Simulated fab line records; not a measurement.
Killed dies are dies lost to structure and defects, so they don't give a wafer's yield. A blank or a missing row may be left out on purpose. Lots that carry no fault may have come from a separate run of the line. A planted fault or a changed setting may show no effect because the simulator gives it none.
Chamber matching | flow n5 finfet | N5_HKMG_FIN_ETCH_58 on rie diel-02: 4 sister chambers
The step etches SOC in N2/H2, target depth 215.8 nm, time 741 s. 4 wafers are shown with their chamber, then 11 later ones without.

== EACH WAFER AND ITS CHAMBER ==
wafer  | chamber | drypump motor current A (A)
L088.2 | 0       | 5.5
L091.4 | 1       | 6.5
L091.6 | 3       | 5.8
L092.4 | 2       | 6.1

== WAFERS WITHOUT THEIR CHAMBER ==
wafer  | drypump motor current A (A)
L092.5 | 5.9
L092.6 | 6.5
L093.1 | 6.1
L093.4 | 5.5
L093.6 | 6.1
L095.1 | 6.1
L095.2 | 5.5
L095.3 | 6.1
L096.1 | 6.5
L096.3 | 5.5
L096.4 | 5.5

== WHICH CHAMBER EACH WENT THROUGH ==
wafer  | from the rows above | in truth
L092.5 | 3                   | 3
L092.6 | 1                   | 1
L093.1 | 2                   | 2
L093.4 | 0                   | 0
L093.6 | 2                   | 2
L095.1 | 2                   | 2
L095.2 | 0                   | 0
L095.3 | 2                   | 2
L096.1 | 1                   | 1
L096.3 | 0                   | 0
L096.4 | 0                   | 0
Correct placement for 11 of the 11. Number that these rows cannot place: 0. 0 placed wrongly.
How it was worked out, from the rows above alone: a wafer's distance from a chamber is the root of the sum, over the readings, of the square of ((its reading less the chamber's mean) divided by the reading's scatter). If the next closest chamber is less than 2 further off than the closest, the wafer can't be placed; otherwise it belongs to the closest. The mean given for a chamber averages the wafers shown for that chamber. The scatter (one wafer shown for each chamber): square how far every hidden wafer sits from the nearest shown wafer, average those squares and take the square root.
